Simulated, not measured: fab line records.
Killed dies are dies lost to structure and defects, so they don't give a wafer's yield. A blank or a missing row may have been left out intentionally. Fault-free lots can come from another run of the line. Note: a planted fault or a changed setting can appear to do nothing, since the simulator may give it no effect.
fab line records	flow n5_finfet
record: lots: 24	wafers: 72	last_day: 18
route steps=1938 shown FIN_SAQP@94
lots with no fault: from the same line, run without faults
start_h: hours from the record's opening day to when the first of the lot's shown wafers began	wait_h: time in hours since the lot's previous step	" identical to the entry in the row above	L1.1+2: a row that stands for several wafers	- no value present, or no start provided	* or withheld: withheld	< > ~ a bound
route shown NAME@n: a module of which the file shows steps, and the number in the route of the first	usual: mean and standard deviation over wafers with no fault	same: alike in all rows	chamber/n: place in a boat	sites: readings site by site	_std_site: their standard deviation	_edge_site: outer sites' mean less inner sites'	radius_mm: how far each site lies from the wafer's centre	mask NAME#n: copy n	behind: the tool/chamber that last shaped the wafer	hold: why the lot went on hold/how many hours it stayed there/how the hold came to an end	device: the n, p or np transistor that did not switch	end of line: the tests these same wafers got at the end of their route	a step given without rows: its recipe and nothing more	killed: count of dies lost to structure and defects at first sort (not the wafer's yield)	map: a wafer's dies, marking killed ones x, the rest . and places with no die _
set.NAME: setting as actually run; set.NAME@STEP: the setting as run at that earlier step	model.NAME: the simulator's own value behind a step, which no gauge read
route steps across a sampled set of lots; one table per step, one row per wafer
services: the hour from which a tool's chamber was out of use, counted from the record's first day as start_h (under 0 if before that day), plus the number of hours and why
== steps ==
step: N5_FIN_SAQP_ALD_61
recipe: material: SiO2	target_thk_a: 40	temp_c: 300	ald_precursor_family: BDEAS	ald_co_reactant: O2-plasma	pulse_time_s: 1	purge_time_s: 2	co_reactant_purge_time_s: 2	ald_cycles: 43	pressure_torr: 2
usual: heater_power_w: 488/61	precursor_pulse_height_rel: 1.000/0.021
lot.wafer	tool	chamber	start_h	wait_h	heater_power_w	precursor_pulse_height_rel
L074.3	ald_sin-02	1	21.11	0.3	468	1.003
L074.4	"	2	"	"	530	1.014
L074.5	"	3	"	"	543	1.016
L075.3	ald_sin-02	2	26.31	0.0	513	0.974
L075.4	"	3	"	"	554	0.975
L075.6	"	0	"	"	600	1.027
L076.2	ald_sin-04	0	32.56	0.0	384	0.985
L076.4	"	2	"	"	412	0.982
L076.5	"	1	"	"	484	0.994
L077.4	ald_sin-04	2	38.57	0.0	407	0.987
L077.5	"	3	"	"	443	0.987
L077.6	"	0	"	"	384	0.987
L078.1	ald_sin-02	3	44.09	0.0	551	1.015
L078.2	"	2	"	"	530	1.007
L078.4	"	0	"	"	595	0.963
L079.1	ald_sin-02	3	50.39	0.0	548	1.001
L079.5	"	0	"	"	576	1.014
L079.6	"	3	"	"	535	0.974
L080.2	ald_sin-03	1	56.15	0.0	500	0.973
L080.5	"	1	"	"	512	1.019
L080.6	"	2	"	"	470	1.015
L081.2	ald_sin-03	3	66.69	0.8	430	1.015
L081.4	"	0	"	"	502	1.009
L081.6	"	2	"	"	469	1.021
L082.2	ald_sin-03	2	71.52	0.0	467	0.993
L082.3	"	1	"	"	514	0.987
L082.4	"	3	"	"	434	0.983
L083.1	ald_sin-04	2	75.14	0.3	400	1.008
L083.2	"	3	"	"	452	1.024
L083.5	"	0	"	"	399	1.022
L084.1	ald_sin-04	3	81.18	0.0	444	0.970
L084.4	"	0	"	"	385	1.002
L084.5	"	3	"	"	424	0.992
L085.2	ald_sin-03	1	87.70	0.6	503	0.990
L085.4	"	0	"	"	508	1.040
L085.5	"	1	"	"	498	0.965
L086.3	ald_sin-02	0	94.42	2.1	582	1.014
L086.4	"	1	"	"	477	1.040
L086.5	"	2	"	"	521	0.985
L087.2	ald_sin-02	3	98.70	0.0	554	0.960
L087.4	"	0	"	"	583	0.986
L087.5	"	2	"	"	515	0.987
L088.1	ald_sin-04	3	104.17	0.0	401	1.007
L088.2	"	2	"	"	432	1.036
L088.3	"	1	"	"	475	0.984
L089.4	ald_sin-04	2	110.01	0.0	423	0.976
L089.5	"	2	"	"	421	0.999
L089.6	"	3	"	"	403	1.004
L090.2	ald_sin-02	1	117.77	0.0	464	0.999
L090.3	"	2	"	"	520	0.977
L090.6	"	3	"	"	550	0.994
L091.1	ald_sin-02	1	123.12	0.7	473	0.986
L091.3	"	3	"	"	561	0.988
L091.6	"	1	"	"	471	1.035
L092.1	ald_sin-04	1	129.44	0.0	464	0.984
L092.4	"	3	"	"	407	0.996
L092.5	"	2	"	"	428	0.974
L093.2	ald_sin-04	0	134.32	0.0	380	0.995
L093.3	"	2	"	"	435	1.017
L093.6	"	3	"	"	411	0.985
L094.1	ald_sin-02	1	142.79	0.9	471	0.985
L094.4	"	0	"	"	591	0.996
L094.5	"	1	"	"	467	0.971
L095.1	ald_sin-02	1	146.76	0.0	475	1.008
L095.3	"	2	"	"	527	1.011
L095.5	"	1	"	"	461	1.040
L096.1	ald_sin-03	2	152.74	0.0	490	0.991
L096.3	"	0	"	"	511	1.003
L096.6	"	1	"	"	513	1.001
L097.2	ald_sin-03	0	158.62	0.0	519	1.026
L097.3	"	1	"	"	510	1.004
L097.5	"	0	"	"	505	0.961
step: N5_FIN_SAQP_THK_MEAS_07
usual: thk_nm: 60.2/1
lot.wafer	tool	chamber	start_h	wait_h	thk_nm
L074.3	film_metro-01	-	21.84	0.1	59.1
L074.4	"	-	"	"	60.9
L074.5	"	-	"	"	61.3
L075.3	film_metro-01	-	27.03	0.1	60.3
L075.4	"	-	"	"	60.8
L075.6	"	-	"	"	60.8
L076.2	film_metro-02	-	33.32	0.1	58.7
L076.4	"	-	"	"	60.7
L076.5	"	-	"	"	61.6
L077.4	film_metro-02	-	39.29	0.0	60.4
L077.5	"	-	"	"	59.6
L077.6	"	-	"	"	58.9
L078.1	film_metro-01	-	44.80	0.1	60.1
L078.2	"	-	"	"	59.0
L078.4	"	-	"	"	61.6
L079.1	film_metro-01	-	51.17	0.1	59.9
L079.5	"	-	"	"	60.0
L079.6	"	-	"	"	59.9
L080.2	film_metro-01	-	56.88	0.1	59.4
L080.5	"	-	"	"	59.5
L080.6	"	-	"	"	61.8
L081.2	film_metro-01	-	67.58	0.1	60.5
L081.4	"	-	"	"	61.2
L081.6	"	-	"	"	60.4
L082.2	film_metro-02	-	72.34	0.1	59.1
L082.3	"	-	"	"	59.8
L082.4	"	-	"	"	60.3
L083.1	film_metro-01	-	75.85	0.1	58.9
L083.2	"	-	"	"	59.7
L083.5	"	-	"	"	60.6
L084.1	film_metro-02	-	81.89	0.1	59.2
L084.4	"	-	"	"	60.2
L084.5	"	-	"	"	59.7
L085.2	film_metro-02	-	88.42	0.1	60.7
L085.4	"	-	"	"	60.9
L085.5	"	-	"	"	59.3
L086.3	film_metro-02	-	95.13	0.1	61.0
L086.4	"	-	"	"	62.2
L086.5	"	-	"	"	59.8
L087.2	film_metro-01	-	99.42	0.1	60.9
L087.4	"	-	"	"	61.4
L087.5	"	-	"	"	59.7
L088.1	film_metro-01	-	104.88	0.1	61.6
L088.2	"	-	"	"	60.4
L088.3	"	-	"	"	59.9
L089.4	film_metro-02	-	110.82	0.1	61.0
L089.5	"	-	"	"	59.9
L089.6	"	-	"	"	61.0
L090.2	film_metro-02	-	118.66	0.1	59.3
L090.3	"	-	"	"	61.0
L090.6	"	-	"	"	60.7
L091.1	film_metro-02	-	124.07	0.1	59.7
L091.3	"	-	"	"	60.1
L091.6	"	-	"	"	60.4
L092.1	film_metro-02	-	130.15	0.1	59.4
L092.4	"	-	"	"	61.0
L092.5	"	-	"	"	61.8
L093.2	film_metro-01	-	135.05	0.1	60.4
L093.3	"	-	"	"	61.7
L093.6	"	-	"	"	60.7
L094.1	film_metro-01	-	143.50	0.1	59.2
L094.4	"	-	"	"	59.9
L094.5	"	-	"	"	61.3
L095.1	film_metro-02	-	147.47	0.1	59.5
L095.3	"	-	"	"	59.9
L095.5	"	-	"	"	59.6
L096.1	film_metro-02	-	153.45	0.1	60.8
L096.3	"	-	"	"	58.4
L096.6	"	-	"	"	61.2
L097.2	film_metro-02	-	159.33	0.1	59.6
L097.3	"	-	"	"	61.7
L097.5	"	-	"	"	61.2
step: N5_FIN_SAQP_INSPECT_18
recipe: mode: adi	inspect_instrument: brightfield
usual: raw_defect_count: 390/130
lot.wafer	tool	chamber	start_h	wait_h	raw_defect_count
L074.3	defect_inspect-01	-	22.39	0.0	394
L074.4	"	-	"	"	438
L074.5	"	-	"	"	511
L075.3	defect_inspect-02	-	27.58	0.0	390
L075.4	"	-	"	"	507
L075.6	"	-	"	"	386
L076.2	defect_inspect-02	-	33.74	0.0	855
L076.4	"	-	"	"	499
L076.5	"	-	"	"	665
L077.4	defect_inspect-01	-	39.84	0.0	446
L077.5	"	-	"	"	325
L077.6	"	-	"	"	363
L078.1	defect_inspect-02	-	45.38	0.0	350
L078.2	"	-	"	"	396
L078.4	"	-	"	"	403
L079.1	defect_inspect-01	-	51.62	0.0	265
L079.5	"	-	"	"	392
L079.6	"	-	"	"	282
L080.2	defect_inspect-01	-	57.32	0.0	314
L080.5	"	-	"	"	524
L080.6	"	-	"	"	586
L081.2	defect_inspect-01	-	68.01	0.0	305
L081.4	"	-	"	"	258
L081.6	"	-	"	"	357
L082.2	defect_inspect-01	-	72.89	0.0	266
L082.3	"	-	"	"	305
L082.4	"	-	"	"	355
L083.1	defect_inspect-01	-	76.45	0.0	547
L083.2	"	-	"	"	426
L083.5	"	-	"	"	394
L084.1	defect_inspect-02	-	82.46	0.0	504
L084.4	"	-	"	"	694
L084.5	"	-	"	"	360
L085.2	defect_inspect-01	-	89.00	0.0	441
L085.4	"	-	"	"	360
L085.5	"	-	"	"	234
L086.3	defect_inspect-01	-	95.68	0.0	339
L086.4	"	-	"	"	313
L086.5	"	-	"	"	271
L087.2	defect_inspect-01	-	99.84	0.0	226
L087.4	"	-	"	"	328
L087.5	"	-	"	"	481
L088.1	defect_inspect-01	-	105.42	0.0	487
L088.2	"	-	"	"	310
L088.3	"	-	"	"	497
L089.4	defect_inspect-02	-	111.37	0.0	301
L089.5	"	-	"	"	329
L089.6	"	-	"	"	291
L090.2	defect_inspect-01	-	119.21	0.0	373
L090.3	"	-	"	"	316
L090.6	"	-	"	"	341
L091.1	defect_inspect-02	-	124.62	0.0	510
L091.3	"	-	"	"	406
L091.6	"	-	"	"	379
L092.1	defect_inspect-01	-	130.70	0.0	301
L092.4	"	-	"	"	252
L092.5	"	-	"	"	387
L093.2	defect_inspect-01	-	135.60	0.0	202
L093.3	"	-	"	"	221
L093.6	"	-	"	"	271
L094.1	defect_inspect-01	-	144.05	0.0	502
L094.4	"	-	"	"	277
L094.5	"	-	"	"	399
L095.1	defect_inspect-02	-	148.04	0.0	422
L095.3	"	-	"	"	357
L095.5	"	-	"	"	322
L096.1	defect_inspect-01	-	154.00	0.0	298
L096.3	"	-	"	"	308
L096.6	"	-	"	"	210
L097.2	defect_inspect-02	-	159.88	0.0	449
L097.3	"	-	"	"	537
L097.5	"	-	"	"	502
step: N5_FIN_SAQP_HM_OPEN_73
recipe: chemistry: CHF3/O2	target: SiO2	stop_on: a-Si	target_depth_a: 120	over_etch_frac: 1.8	mask_material: SOC	time_s: 16.8	pressure_mtorr: 30	source_w: 650	bias_w: 170	Ar_flow_sccm: 200	CHF3_flow_sccm: 50	O2_flow_sccm: 5	ion_energy_ev: 200	ends: end_point
usual: drypump_motor_current_A: 5.6/0.44	oes_ar_750_au: 0.79/0.08	oes_product_au: 0.47/0.049	rf_vpp_V: 522/18	showerhead_plenum_p_Torr: 2.43/0.073	throttle_valve_pct: 18.75/0.19
lot.wafer	tool	chamber	start_h	wait_h	drypump_motor_current_A	oes_ar_750_au	oes_product_au	rf_hours_counter_h	rf_vpp_V	showerhead_plenum_p_Torr	throttle_valve_pct
L074.3	rie_diel-01	3	22.98	0.0	6.6	0.72	0.44	153	517	2.51	18.48
L074.4	"	0	"	"	5.2	0.76	0.45	162	510	2.48	18.81
L074.5	"	0	"	"	5.2	0.76	0.45	-	509	2.48	18.82
L075.3	rie_diel-06	1	27.98	0.0	5.5	0.71	0.42	221	512	2.39	19.00
L075.4	"	3	"	"	5.5	0.78	0.48	128	511	2.52	18.67
L075.6	"	1	"	"	5.5	0.72	0.44	-	513	2.39	19.00
L076.2	rie_diel-06	3	33.97	0.0	5.5	0.77	0.47	131	512	2.52	18.68
L076.4	"	1	"	"	5.5	0.71	0.44	224	513	2.39	19.01
L076.5	"	0	"	"	5.5	0.82	0.48	-	520	2.32	18.84
L077.4	rie_diel-01	2	40.07	0.0	5.3	0.90	0.54	28	514	2.47	18.47
L077.5	"	0	"	"	5.2	0.76	0.45	-	510	2.48	18.83
L077.6	"	3	"	"	6.6	0.71	0.43	-	517	2.50	18.50
L078.1	rie_diel-05	3	45.61	0.0	5.2	0.94	0.57	3	562	2.39	18.64
L078.2	"	2	"	"	5.1	0.75	0.45	136	542	2.52	18.76
L078.4	"	1	"	"	5.3	0.90	0.54	37	551	2.55	18.46
L079.1	rie_diel-05	0	51.85	0.0	5.4	0.73	0.43	180	519	2.39	18.84
L079.5	"	3	"	"	5.2	0.93	0.57	-	563	2.39	18.63
L079.6	"	0	"	"	5.4	0.73	0.43	-	519	2.39	18.83
L080.2	rie_diel-01	2	57.56	0.0	5.3	0.89	0.53	35	514	2.47	18.48
L080.5	"	3	"	"	6.6	0.71	0.43	-	515	2.50	18.48
L080.6	"	2	"	"	5.3	0.89	0.53	-	515	2.47	18.48
L081.2	rie_diel-06	3	68.24	0.0	5.5	0.77	0.46	140	512	2.52	18.69
L081.4	"	3	"	"	5.5	0.77	0.47	-	512	2.52	18.69
L081.6	"	2	"	"	5.9	0.94	0.54	-	526	2.36	18.75
L082.2	rie_diel-05	1	73.49	0.0	5.3	0.89	0.53	47	552	2.55	18.48
L082.3	"	3	"	"	5.2	0.91	0.56	11	563	2.38	18.64
L082.4	"	2	"	"	5.1	0.74	0.46	145	543	2.51	18.78
L083.1	rie_diel-05	3	76.68	0.0	5.2	0.90	0.56	12	563	2.38	18.66
L083.2	"	2	"	"	5.1	0.73	0.45	146	543	2.51	18.79
L083.5	"	0	"	"	5.4	0.73	0.42	-	520	2.38	18.87
L084.1	rie_diel-06	1	82.74	0.0	5.6	0.70	0.42	241	511	2.38	19.02
L084.4	"	2	"	"	5.8	0.92	0.54	41	525	2.36	18.76
L084.5	"	0	"	"	5.5	0.80	0.47	-	524	2.32	18.85
L085.2	rie_diel-01	1	89.23	0.0	6.0	0.76	0.45	169	503	2.33	19.07
L085.4	"	0	"	"	5.2	0.74	0.44	187	511	2.47	18.85
L085.5	"	2	"	"	5.3	0.86	0.52	-	518	2.46	18.51
L086.3	rie_diel-05	3	95.91	0.0	5.2	0.88	0.54	20	563	2.38	18.66
L086.4	"	0	"	"	5.4	0.72	0.43	197	518	2.38	18.86
L086.5	"	0	"	"	5.4	0.72	0.42	-	519	2.38	18.86
L087.2	rie_diel-05	0	100.31	0.0	5.4	0.72	0.42	199	519	2.38	18.88
L087.4	"	2	"	"	5.1	0.73	0.45	155	544	2.51	18.81
L087.5	"	3	"	"	5.2	0.88	0.54	-	564	2.38	18.68
L088.1	rie_diel-05	2	105.75	0.0	5.1	0.73	0.44	157	544	2.51	18.81
L088.2	"	1	"	"	5.3	0.87	0.51	58	552	2.54	18.49
L088.3	"	3	"	"	5.2	0.88	0.53	24	563	2.38	18.68
L089.4	rie_diel-01	0	113.18	0.0	5.2	0.73	0.44	-	510	2.47	18.86
L089.5	"	2	"	"	5.3	0.85	0.51	-	516	2.46	18.52
L089.6	"	1	"	"	6.0	0.75	0.44	-	504	2.33	19.08
L090.2	rie_diel-01	1	119.44	0.0	6.0	0.76	0.44	183	502	2.33	19.08
L090.3	"	2	"	"	5.3	0.85	0.51	61	515	2.46	18.53
L090.6	"	2	"	"	5.3	0.85	0.51	-	514	2.46	18.53
L091.1	rie_diel-01	3	124.85	0.0	6.6	0.69	0.42	191	515	2.49	18.54
L091.3	"	0	"	"	5.2	0.73	0.43	200	509	2.47	18.89
L091.6	"	1	"	"	6.0	0.75	0.44	-	504	2.33	19.08
L092.1	rie_diel-01	0	130.96	0.0	5.2	0.73	0.43	202	510	2.47	18.87
L092.4	"	1	"	"	6.0	0.75	0.45	187	504	2.33	19.09
L092.5	"	2	"	"	5.3	0.84	0.51	-	513	2.46	18.54
L093.2	rie_diel-01	2	135.83	0.0	5.3	0.85	0.50	66	514	2.45	18.53
L093.3	"	1	"	"	6.0	0.75	0.44	189	503	2.33	19.08
L093.6	"	0	"	"	5.2	0.72	0.43	-	510	2.47	18.88
L094.1	rie_diel-06	3	144.28	0.0	5.5	0.75	0.44	163	513	2.51	18.73
L094.4	"	0	"	"	5.5	0.78	0.46	-	521	2.31	18.90
L094.5	"	2	"	"	5.9	0.90	0.52	-	524	2.35	18.78
L095.1	rie_diel-06	1	148.27	0.0	5.6	0.98	0.60	0	513	2.38	18.63
L095.3	"	2	"	"	5.9	0.89	0.51	59	525	2.35	18.79
L095.5	"	0	"	"	5.6	0.79	0.46	-	520	2.31	18.90
L096.1	rie_diel-06	1	154.72	0.0	5.6	0.97	0.59	2	512	2.38	18.65
L096.3	"	0	"	"	5.5	0.78	0.46	143	521	2.31	18.89
L096.6	"	3	"	"	5.5	0.74	0.45	-	511	2.51	18.74
L097.2	rie_diel-01	2	160.11	0.0	5.3	0.83	0.50	74	516	2.45	18.56
L097.3	"	0	"	"	5.2	0.72	0.43	212	508	2.46	18.90
L097.5	"	0	"	"	5.2	0.73	0.43	-	509	2.46	18.91
step: N5_FIN_SAQP_STRIP_55
recipe: chemistry: N2/H2	power_w: 500	temp_c: 40	pressure_mtorr: 50	rf_frequency_hz: 6e+07	overash_fraction: 0.3	bias_power_w: 28	h2_frac: 0.5	n2_flow_sccm: 300	h2_flow_sccm: 300
usual: drypump_motor_current_A: 5.5/0.37	oes_product_au: 0.81/0.086	rf_vpp_V: 122.2/1.4	showerhead_plenum_p_Torr: 3.38/0.11	temp_c: 40.01/0.11	throttle_valve_pct: 18.6/0.39
lot.wafer	tool	chamber	start_h	wait_h	drypump_motor_current_A	oes_product_au	rf_hours_counter_h	rf_vpp_V	showerhead_plenum_p_Torr	temp_c	throttle_valve_pct
L074.3	rie_diel-05	1	23.21	0.1	5.3	0.92	-	122.5	3.55	40.09	18.2
L074.4	"	2	"	"	5.1	0.77	-	121.8	3.50	40.01	18.6
L074.5	"	1	"	"	5.3	0.93	-	124.4	3.55	39.98	18.2
L075.3	rie_diel-01	2	28.17	0.1	5.3	0.93	23	121.3	3.42	39.83	18.4
L075.4	"	0	"	"	5.2	0.75	165	121.8	3.47	40.06	19.1
L075.6	"	0	"	"	5.2	0.75	-	123.4	3.47	40.09	19.1
L076.2	rie_diel-05	1	34.16	0.1	5.3	0.91	33	122.8	3.54	40.10	18.2
L076.4	"	2	"	"	5.1	0.76	-	121.8	3.50	40.04	18.6
L076.5	"	3	"	"	5.2	0.99	-	121.7	3.32	40.15	18.4
L077.4	rie_diel-05	3	40.29	0.1	5.2	0.98	1	121.6	3.32	39.84	18.4
L077.5	"	2	"	"	5.1	0.76	-	121.5	3.50	40.08	18.6
L077.6	"	3	"	"	5.2	0.97	-	122.5	3.32	39.87	18.4
L078.1	rie_diel-06	0	45.79	0.1	5.5	0.81	112	121.4	3.24	39.83	18.6
L078.2	"	2	"	"	5.9	0.93	30	122.1	3.26	39.91	18.1
L078.4	"	3	"	"	5.5	0.78	134	123.2	3.51	40.00	18.8
L079.1	rie_diel-05	1	52.08	0.1	5.3	0.90	40	123.0	3.54	40.11	18.2
L079.5	"	1	"	"	5.3	0.91	-	123.8	3.54	39.96	18.2
L079.6	"	0	"	"	5.4	0.72	-	123.9	3.37	39.89	19.0
L080.2	rie_diel-01	2	57.74	0.1	5.3	0.92	35	124.8	3.42	39.95	18.4
L080.5	"	3	"	"	6.6	0.72	-	120.0	3.45	40.00	17.9
L080.6	"	0	"	"	5.2	0.74	-	120.4	3.46	39.91	19.1
L081.2	rie_diel-06	1	68.42	0.1	5.6	0.73	235	124.7	3.33	39.94	19.1
L081.4	"	2	"	"	5.9	0.91	-	120.7	3.26	39.96	18.2
L081.6	"	1	"	"	5.6	0.74	-	122.1	3.33	40.15	19.0
L082.2	rie_diel-06	1	73.98	0.4	5.6	0.72	237	122.2	3.33	39.86	19.1
L082.3	"	3	"	"	5.5	0.77	143	122.8	3.50	39.91	18.8
L082.4	"	0	"	"	5.6	0.79	119	120.2	3.23	40.04	18.7
L083.1	rie_diel-06	3	77.00	0.2	5.5	0.76	144	123.0	3.50	39.89	18.8
L083.2	"	1	"	"	5.6	0.74	238	122.1	3.33	39.99	19.0
L083.5	"	2	"	"	5.8	0.89	-	122.6	3.26	39.93	18.1
L084.1	rie_diel-05	3	82.98	0.1	5.2	0.94	15	120.2	3.31	39.85	18.5
L084.4	"	2	"	"	5.1	0.74	149	120.3	3.49	39.97	18.6
L084.5	"	0	"	"	5.4	0.72	-	122.7	3.36	40.12	19.0
L085.2	rie_diel-01	3	89.43	0.1	6.6	0.71	177	123.0	3.44	40.00	17.9
L085.4	"	1	"	"	6.1	0.75	170	122.7	3.23	40.12	19.4
L085.5	"	1	"	"	6.1	0.75	-	119.7	3.23	39.92	19.4
L086.3	rie_diel-05	2	96.09	0.1	5.1	0.75	154	125.0	3.49	40.17	18.7
L086.4	"	0	"	"	5.4	0.72	197	122.8	3.36	40.23	19.0
L086.5	"	3	"	"	5.2	0.92	-	121.3	3.31	39.99	18.5
L087.2	rie_diel-06	2	100.61	0.2	5.9	0.89	46	120.5	3.25	39.98	18.2
L087.4	"	0	"	"	5.5	0.80	128	121.1	3.23	40.00	18.7
L087.5	"	3	"	"	5.5	0.75	-	119.7	3.50	39.96	18.8
L088.1	rie_diel-05	1	105.93	0.1	5.3	0.87	58	122.9	3.53	40.04	18.2
L088.2	"	2	"	"	5.1	0.74	157	122.5	3.48	40.12	18.7
L088.3	"	3	"	"	5.2	0.91	24	120.4	3.31	40.01	18.5
L089.4	rie_diel-01	1	113.47	0.2	6.0	0.74	-	122.9	3.23	40.07	19.3
L089.5	"	0	"	"	5.2	0.71	-	122.6	3.45	39.85	19.1
L089.6	"	2	"	"	5.3	0.88	-	121.0	3.41	39.90	18.5
L090.2	rie_diel-06	2	119.68	0.1	5.9	0.90	48	123.6	3.25	40.21	18.1
L090.3	"	3	"	"	5.5	0.76	153	123.7	3.50	39.99	18.8
L090.6	"	0	"	"	5.5	0.79	-	123.5	3.23	39.92	18.7
L091.1	rie_diel-01	3	125.03	0.1	6.6	0.70	191	121.8	3.44	40.16	17.9
L091.3	"	0	"	"	5.2	0.72	200	123.5	3.45	39.89	19.2
L091.6	"	0	"	"	5.2	0.72	-	121.2	3.45	39.91	19.1
L092.1	rie_diel-06	3	131.18	0.1	5.5	0.73	157	122.5	3.50	40.11	18.8
L092.4	"	0	"	"	5.5	0.77	-	121.1	3.23	39.84	18.7
L092.5	"	3	"	"	5.5	0.74	-	122.0	3.49	40.17	18.8
L093.2	rie_diel-06	2	136.02	0.1	5.9	0.88	55	121.1	3.25	40.08	18.2
L093.3	"	3	"	"	5.5	0.74	160	123.4	3.49	40.00	18.8
L093.6	"	2	"	"	5.9	0.88	-	125.4	3.25	40.06	18.2
L094.1	rie_diel-01	1	144.46	0.1	6.1	0.73	191	118.1	3.22	40.04	19.4
L094.4	"	2	"	"	5.3	0.86	69	121.5	3.40	40.17	18.5
L094.5	"	2	"	"	5.3	0.86	-	120.2	3.40	40.12	18.5
L095.1	rie_diel-06	1	148.46	0.1	5.5	1.04	0	119.6	3.32	40.10	18.7
L095.3	"	2	"	"	5.8	0.87	59	121.3	3.25	40.09	18.2
L095.5	"	3	"	"	5.5	0.75	-	123.8	3.49	39.93	18.8
L096.1	rie_diel-05	2	154.92	0.1	5.1	0.73	173	124.0	3.48	39.94	18.7
L096.3	"	1	"	"	5.3	0.85	73	121.7	3.52	40.00	18.3
L096.6	"	3	"	"	5.2	0.88	-	121.2	3.30	40.04	18.5
L097.2	rie_diel-06	0	160.43	0.2	5.6	0.78	145	120.4	3.22	39.91	18.7
L097.3	"	2	"	"	5.8	0.86	63	122.6	3.25	40.06	18.2
L097.5	"	2	"	"	5.8	0.86	-	123.0	3.24	40.10	18.2
step: N5_FIN_SAQP_CD_MEAS_27
recipe: target_cd_nm: 20	landing_energy_ev: 1000	detector: se_inlens	polarity: line
usual: cd_nm: 20.33/0.25
same: landing_energy_ev: 1000
lot.wafer	tool	chamber	start_h	wait_h	cd_nm
L074.3	cd_sem-02	0	24.84	0.1	20.20
L074.4	"	0	"	"	20.52
L074.5	"	0	"	"	20.56
L075.3	cd_sem-03	0	29.99	0.1	19.98
L075.4	"	0	"	"	20.40
L075.6	"	0	"	"	20.49
L076.2	cd_sem-02	0	35.90	0.1	20.58
L076.4	"	0	"	"	20.19
L076.5	"	0	"	"	20.38
L077.4	cd_sem-01	0	41.92	0.1	19.85
L077.5	"	0	"	"	20.28
L077.6	"	0	"	"	20.31
L078.1	cd_sem-01	0	47.41	0.1	20.41
L078.2	"	0	"	"	20.44
L078.4	"	0	"	"	19.89
L079.1	cd_sem-02	0	53.71	0.1	19.75
L079.5	"	0	"	"	20.44
L079.6	"	0	"	"	20.44
L080.2	cd_sem-03	0	59.40	0.1	20.46
L080.5	"	0	"	"	20.50
L080.6	"	0	"	"	20.13
L081.2	cd_sem-03	0	70.24	0.1	20.14
L081.4	"	0	"	"	20.42
L081.6	"	0	"	"	20.04
L082.2	cd_sem-03	0	76.18	0.1	20.12
L082.3	"	0	"	"	20.37
L082.4	"	0	"	"	20.39
L083.1	cd_sem-01	0	79.43	0.1	20.32
L083.2	"	0	"	"	20.61
L083.5	"	0	"	"	20.46
L084.1	cd_sem-01	0	85.25	0.1	20.65
L084.4	"	0	"	"	20.22
L084.5	"	0	"	"	20.20
L085.2	cd_sem-03	0	91.22	0.1	20.76
L085.4	"	0	"	"	20.25
L085.5	"	0	"	"	20.29
L086.3	cd_sem-02	0	97.83	0.1	20.60
L086.4	"	0	"	"	20.31
L086.5	"	0	"	"	20.01
L087.2	cd_sem-01	0	102.24	0.1	19.99
L087.4	"	0	"	"	20.24
L087.5	"	0	"	"	20.18
L088.1	cd_sem-01	0	107.61	0.1	20.12
L088.2	"	0	"	"	20.41
L088.3	"	0	"	"	20.42
L089.4	cd_sem-03	0	115.20	0.1	20.15
L089.5	"	0	"	"	20.63
L089.6	"	0	"	"	20.40
L090.2	cd_sem-03	0	121.31	0.1	20.30
L090.3	"	0	"	"	20.62
L090.6	"	0	"	"	20.32
L091.1	cd_sem-03	0	126.71	0.1	20.58
L091.3	"	0	"	"	20.58
L091.6	"	0	"	"	20.29
L092.1	cd_sem-03	0	132.80	0.1	20.12
L092.4	"	0	"	"	20.04
L092.5	"	0	"	"	19.83
L093.2	cd_sem-02	0	139.10	0.1	20.56
L093.3	"	0	"	"	19.96
L093.6	"	0	"	"	20.71
L094.1	cd_sem-02	0	146.09	0.1	19.82
L094.4	"	0	"	"	20.05
L094.5	"	0	"	"	20.05
L095.1	cd_sem-01	0	150.43	0.1	20.92
L095.3	"	0	"	"	20.27
L095.5	"	0	"	"	21.02
L096.1	cd_sem-01	0	156.65	0.1	21.06
L096.3	"	0	"	"	20.77
L096.6	"	0	"	"	20.86
L097.2	cd_sem-01	0	162.08	0.1	20.00
L097.3	"	0	"	"	20.26
L097.5	"	0	"	"	20.22
== services ==
tool	chamber	start_h	hours	kind
rie_diel-01	2	0.87	11.6	repair
rie_diel-05	2	3.19	4.0	repair
rie_diel-05	3	7.37	-	clean
rie_diel-05	3	7.37	-	consumable_replace:focus_ring
rie_diel-05	3	7.37	25.5	scheduled_down
ald_sin-04	0	14.69	15.4	repair
rie_diel-05	0	20.37	14.8	repair
rie_diel-05	3	35.77	2.5	repair
rie_diel-05	3	58.57	3.7	repair
rie_diel-01	1	59.16	9.5	repair
ald_sin-04	-	62.96	0.5	repair
rie_diel-06	0	66.90	6.4	repair
ald_sin-02	2	70.70	3.0	repair
rie_diel-05	1	74.67	4.5	repair
ald_sin-03	1	75.90	1.4	repair
ald_sin-04	-	85.25	14.0	pm
ald_sin-03	0	95.21	2.7	repair
rie_diel-06	-	104.20	14.6	pm
rie_diel-01	0	116.87	1.2	repair
rie_diel-06	1	125.03	-	clean
rie_diel-06	1	125.03	-	consumable_replace:focus_ring
rie_diel-06	1	125.03	21.7	scheduled_down
rie_diel-06	1	125.03	21.7	vent_cycle
ald_sin-03	3	143.82	2.7	repair
== key ==
fault none
